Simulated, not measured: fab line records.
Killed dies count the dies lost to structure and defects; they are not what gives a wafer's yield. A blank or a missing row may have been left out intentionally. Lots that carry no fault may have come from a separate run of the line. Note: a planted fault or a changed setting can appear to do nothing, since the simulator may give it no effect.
Split-lot experiment / flow n5 finfet / 7 lots, 39 wafers read, on a route of 1938 steps

THE SPLIT ITSELF
At N5_BEOL_M4_TRENCH_ETCH_37 (etches SiOC in C4F6/O2, target depth 55.555 nm, time 29.2 s), the setting target depth a was moved away from the recipe's 555.55 angstrom on 12 of the 39 wafers read, by -55.2% to +55.4%. For the rest of the wafers, this setting stayed at what the recipe calls for.

FROM THE SPLIT TO THE READING: what the file shows between them, 2 steps
- N5_BEOL_M4_ETCH_41: etches SiCN in CH3F/O2, target depth 29.9 nm, time 52.5 s
- N5_BEOL_M4_STRIP_97: strips in N2/H2, time 10 s

THE READING
trench depth nm, in nm, at N5_BEOL_M4_OCD_MEAS_38. Fault-free wafers of this fab line usually give 54.9 nm, standard deviation 1.3 nm.

wafer=L074.1; tool, chamber at the split=rie diel-02, 2; target depth a as run, angstrom=555.55; against the recipe=recipe; trench depth nm, nm=55.3; against lot-mates on the recipe=-
wafer=L074.2; tool, chamber at the split=rie diel-02, 1; target depth a as run, angstrom=248.8; against the recipe=-55.2%; trench depth nm, nm=24.3; against lot-mates on the recipe=-29.1
wafer=L074.3; tool, chamber at the split=rie diel-02, 0; target depth a as run, angstrom=248.8; against the recipe=-55.2%; trench depth nm, nm=24.7; against lot-mates on the recipe=-28.7
wafer=L074.4; tool, chamber at the split=rie diel-02, 3; target depth a as run, angstrom=555.55; against the recipe=recipe; trench depth nm, nm=52.1; against lot-mates on the recipe=-
wafer=L074.5; tool, chamber at the split=rie diel-02, 0; target depth a as run, angstrom=248.8; against the recipe=-55.2%; trench depth nm, nm=24.6; against lot-mates on the recipe=-28.8
wafer=L074.6; tool, chamber at the split=rie diel-02, 3; target depth a as run, angstrom=555.55; against the recipe=recipe; trench depth nm, nm=52.7; against lot-mates on the recipe=-
wafer=L076.1; tool, chamber at the split=rie diel-04, 3; target depth a as run, angstrom=555.55; against the recipe=recipe; trench depth nm, nm=55.6; against lot-mates on the recipe=-
wafer=L076.2; tool, chamber at the split=rie diel-04, 2; target depth a as run, angstrom=863.2; against the recipe=+55.4%; trench depth nm, nm=83.6; against lot-mates on the recipe=+28.6
wafer=L076.3; tool, chamber at the split=rie diel-04, 0; target depth a as run, angstrom=863.2; against the recipe=+55.4%; trench depth nm, nm=86.3; against lot-mates on the recipe=+31.3
wafer=L076.4; tool, chamber at the split=rie diel-04, 1; target depth a as run, angstrom=863.2; against the recipe=+55.4%; trench depth nm, nm=84.0; against lot-mates on the recipe=+29.0
wafer=L076.5; tool, chamber at the split=rie diel-04, 1; target depth a as run, angstrom=555.55; against the recipe=recipe; trench depth nm, nm=55.2; against lot-mates on the recipe=-
wafer=L076.6; tool, chamber at the split=rie diel-04, 2; target depth a as run, angstrom=555.55; against the recipe=recipe; trench depth nm, nm=54.2; against lot-mates on the recipe=-
wafer=L079.1; tool, chamber at the split=rie diel-05, 1; target depth a as run, angstrom=555.55; against the recipe=recipe; trench depth nm, nm=54.0; against lot-mates on the recipe=-
wafer=L079.2; tool, chamber at the split=rie diel-05, 3; target depth a as run, angstrom=555.55; against the recipe=recipe; trench depth nm, nm=57.7; against lot-mates on the recipe=-
wafer=L079.3; tool, chamber at the split=rie diel-05, 0; target depth a as run, angstrom=384.6; against the recipe=-30.8%; trench depth nm, nm=40.0; against lot-mates on the recipe=-16.5
wafer=L079.4; tool, chamber at the split=rie diel-05, 2; target depth a as run, angstrom=384.6; against the recipe=-30.8%; trench depth nm, nm=38.0; against lot-mates on the recipe=-18.5
wafer=L079.5; tool, chamber at the split=rie diel-05, 0; target depth a as run, angstrom=555.55; against the recipe=recipe; trench depth nm, nm=57.7; against lot-mates on the recipe=-
wafer=L079.6; tool, chamber at the split=rie diel-05, 1; target depth a as run, angstrom=384.6; against the recipe=-30.8%; trench depth nm, nm=38.0; against lot-mates on the recipe=-18.5
wafer=L087.1; tool, chamber at the split=rie diel-05, 3; target depth a as run, angstrom=555.55; against the recipe=recipe; trench depth nm, nm=57.0; against lot-mates on the recipe=-
wafer=L087.2; tool, chamber at the split=rie diel-05, 2; target depth a as run, angstrom=555.55; against the recipe=recipe; trench depth nm, nm=54.0; against lot-mates on the recipe=-
wafer=L087.3; tool, chamber at the split=rie diel-05, 0; target depth a as run, angstrom=555.55; against the recipe=recipe; trench depth nm, nm=56.9; against lot-mates on the recipe=-
wafer=L087.4; tool, chamber at the split=rie diel-05, 1; target depth a as run, angstrom=555.55; against the recipe=recipe; trench depth nm, nm=54.9; against lot-mates on the recipe=-
wafer=L087.5; tool, chamber at the split=rie diel-05, 3; target depth a as run, angstrom=555.55; against the recipe=recipe; trench depth nm, nm=56.5; against lot-mates on the recipe=-
wafer=L087.6; tool, chamber at the split=rie diel-05, 0; target depth a as run, angstrom=555.55; against the recipe=recipe; trench depth nm, nm=57.3; against lot-mates on the recipe=-
wafer=L091.3; tool, chamber at the split=rie diel-04, 3; target depth a as run, angstrom=555.55; against the recipe=recipe; trench depth nm, nm=55.8; against lot-mates on the recipe=-
wafer=L091.4; tool, chamber at the split=rie diel-04, 2; target depth a as run, angstrom=555.55; against the recipe=recipe; trench depth nm, nm=54.7; against lot-mates on the recipe=-
wafer=L091.5; tool, chamber at the split=rie diel-04, 3; target depth a as run, angstrom=555.55; against the recipe=recipe; trench depth nm, nm=55.7; against lot-mates on the recipe=-
wafer=L090.1; tool, chamber at the split=rie diel-02, 2; target depth a as run, angstrom=555.55; against the recipe=recipe; trench depth nm, nm=54.1; against lot-mates on the recipe=-
wafer=L090.2; tool, chamber at the split=rie diel-02, 0; target depth a as run, angstrom=555.55; against the recipe=recipe; trench depth nm, nm=52.9; against lot-mates on the recipe=-
wafer=L090.3; tool, chamber at the split=rie diel-02, 3; target depth a as run, angstrom=555.55; against the recipe=recipe; trench depth nm, nm=51.0; against lot-mates on the recipe=-
wafer=L090.4; tool, chamber at the split=rie diel-02, 1; target depth a as run, angstrom=555.55; against the recipe=recipe; trench depth nm, nm=53.1; against lot-mates on the recipe=-
wafer=L090.5; tool, chamber at the split=rie diel-02, 1; target depth a as run, angstrom=555.55; against the recipe=recipe; trench depth nm, nm=53.5; against lot-mates on the recipe=-
wafer=L090.6; tool, chamber at the split=rie diel-02, 2; target depth a as run, angstrom=555.55; against the recipe=recipe; trench depth nm, nm=54.0; against lot-mates on the recipe=-
wafer=L092.1; tool, chamber at the split=rie diel-05, 0; target depth a as run, angstrom=555.55; against the recipe=recipe; trench depth nm, nm=56.8; against lot-mates on the recipe=-
wafer=L092.2; tool, chamber at the split=rie diel-05, 2; target depth a as run, angstrom=832.9; against the recipe=+49.9%; trench depth nm, nm=80.9; against lot-mates on the recipe=+25.8
wafer=L092.3; tool, chamber at the split=rie diel-05, 3; target depth a as run, angstrom=832.9; against the recipe=+49.9%; trench depth nm, nm=84.6; against lot-mates on the recipe=+29.5
wafer=L092.4; tool, chamber at the split=rie diel-05, 1; target depth a as run, angstrom=832.9; against the recipe=+49.9%; trench depth nm, nm=81.6; against lot-mates on the recipe=+26.5
wafer=L092.5; tool, chamber at the split=rie diel-05, 2; target depth a as run, angstrom=555.55; against the recipe=recipe; trench depth nm, nm=54.3; against lot-mates on the recipe=-
wafer=L092.6; tool, chamber at the split=rie diel-05, 1; target depth a as run, angstrom=555.55; against the recipe=recipe; trench depth nm, nm=54.3; against lot-mates on the recipe=-

FIT RESULTS
A straight line over all 39 wafers: trench depth nm changes by +0.544 nm for each +1% of target depth a; r = +0.99; the points scatter about the line by 1.6 nm.
The same after taking each lot's own level away (the mean of its wafers on the recipe; 39 wafers): +0.538 nm for each +1%; r = +1.00; scatter 1.3 nm.
Per that fit: largest target depth a move, reading shift of 30 nm.
The span of the lots' own levels, 53.10 to 56.47 nm, comes to 2.6 times the standard deviation stated above.
The two slopes agree, so the slope changes little with the lot-to-lot level.
Check: +30 nm against its lot-mates is what the line predicts for one of the wafers moved furthest among these (+55.4%) when that wafer is left out of the fit. Against them it came out at +28.6 nm.

THE WHOLE CHAIN: every reading that the file lists as answering this split, in the file's order
step=N5_BEOL_M4_TRENCH_ETCH_37; what it does=etches SiOC in C4F6/O2, target depth 55.555 nm, time 29.2 s; reading=BEOL_M4.feature depth nm (the simulator's own value, which no gauge read); change (the file's fit)=+0.544 nm for each +1% of the setting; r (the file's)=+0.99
step=N5_BEOL_M4_TRENCH_ETCH_37; what it does=etches SiOC in C4F6/O2, target depth 55.555 nm, time 29.2 s; reading=etch.depth nm (the simulator's own value, which no gauge read); change (the file's fit)=+0.543 nm for each +1% of the setting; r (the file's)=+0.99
step=N5_BEOL_M4_TRENCH_ETCH_37; what it does=etches SiOC in C4F6/O2, target depth 55.555 nm, time 29.2 s; reading=TiN_of_BEOL_M4_HM_DEP_02.thk nm (the simulator's own value, which no gauge read); change (the file's fit)=-0.0254 nm for each +1% of the setting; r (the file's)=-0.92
step=N5_BEOL_M4_OCD_MEAS_38; what it does=; reading=trench depth nm; change (the file's fit)=+0.538 nm for each +1% of the setting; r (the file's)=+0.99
step=N5_BEOL_M4_CMP_52; what it does=polishes, stops on SiOC, t overpolish 6.8 s, target thk 40 nm; reading=Cu_of_BEOL_M4_ECD_50.thk nm (the simulator's own value, which no gauge read); change (the file's fit)=+0.514 nm for each +1% of the setting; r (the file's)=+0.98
step=N5_BEOL_M4_RS_MEAS_58; what it does=measures by four-point-probe; reading=M4_RS; change (the file's fit)=not straight: 6.65 at the lowest setting, 0.71 at the recipe, 0.35 at the highest; r (the file's)=not given

FILE'S OWN FIT
trench depth nm changes by +0.538 nm for each +1% of target depth a, r = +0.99.
